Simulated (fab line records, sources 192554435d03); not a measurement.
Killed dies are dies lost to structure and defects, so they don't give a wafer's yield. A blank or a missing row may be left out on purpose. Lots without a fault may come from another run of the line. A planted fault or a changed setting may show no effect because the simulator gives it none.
Chamber matching | flow n5_finfet | N5_BEOL_M4_ETCHBACK_99 on rie_diel-04: 4 sister chambers
The step etches SiO2 in CHF3, target depth 5 nm, time 10.4 s. 14 wafers are shown with their chamber, then 7 later ones without.

WAFERS WITH THEIR CHAMBER
wafer  | chamber | drypump_motor_current_A (A) | showerhead_plenum_p_Torr (Torr) | throttle_valve_pct (%)
L075.1 | 2       | 6.1                         | 2.17                            | 16.85
L075.2 | 1       | 5.1                         | 2.28                            | 16.67
L075.3 | 0       | 5.3                         | 2.11                            | 16.93
L075.4 | 2       | 6.1                         | 2.17                            | 16.85
L075.5 | 1       | 5.1                         | 2.28                            | 16.66
L075.6 | 0       | 5.3                         | 2.11                            | 16.95
L082.1 | 0       | 5.3                         | 2.10                            | 16.96
L082.5 | 0       | 5.3                         | 2.10                            | 16.97
L082.6 | 1       | 5.0                         | 2.27                            | 16.72
L084.2 | 3       | 6.0                         | 2.29                            | 17.05
L084.3 | 2       | 6.1                         | 2.16                            | 16.91
L084.5 | 0       | 5.3                         | 2.10                            | 16.98
L089.3 | 1       | 5.0                         | 2.26                            | 16.71
L089.4 | 2       | 6.1                         | 2.16                            | 16.89

SIGNATURES (means of the wafers above)
reading                  | chamber 0 | chamber 1 | chamber 2 | chamber 3 | scatter within a chamber
drypump_motor_current_A  | 5.300     | 5.050     | 6.100     | 6.000     | 0.0316
showerhead_plenum_p_Torr | 2.1040    | 2.2725    | 2.1650    | 2.2900    | 0.00704
throttle_valve_pct       | 16.9580   | 16.6900   | 16.8750   | 17.0500   | 0.026
Rule: a wafer's distance from a chamber is the root of the sum, over the readings, of the square of ((its reading less the chamber's mean) divided by the reading's scatter). The wafer belongs to the nearest chamber; if the next one is less than 2 further off, it can't be placed. The scatter: the root of (the sum of the squares of (reading less its chamber's mean) over the shown wafers, divided by (wafers less chambers)).

WAFERS WITHOUT THEIR CHAMBER
wafer  | drypump_motor_current_A (A) | showerhead_plenum_p_Torr (Torr) | throttle_valve_pct (%)
L089.6 | 5.3                         | 2.10                            | 16.98
L091.2 | 5.4                         | 2.09                            | 17.01
L091.3 | 6.1                         | 2.16                            | 16.94
L091.4 | 6.0                         | 2.29                            | 17.06
L096.2 | 6.0                         | 2.28                            | 17.10
L096.4 | 5.0                         | 2.26                            | 16.74
L096.6 | 6.0                         | 2.28                            | 17.12

WHICH CHAMBER EACH WENT THROUGH
wafer  | from the rows above | in truth
L089.6 | 0                   | 0
L091.2 | 0                   | 0
L091.3 | 2                   | 2
L091.4 | 3                   | 3
L096.2 | 3                   | 3
L096.4 | 1                   | 1
L096.6 | 3                   | 3
Placed correctly: 7 of 7. Can't be placed from these rows: 0. Placed wrongly: 0.
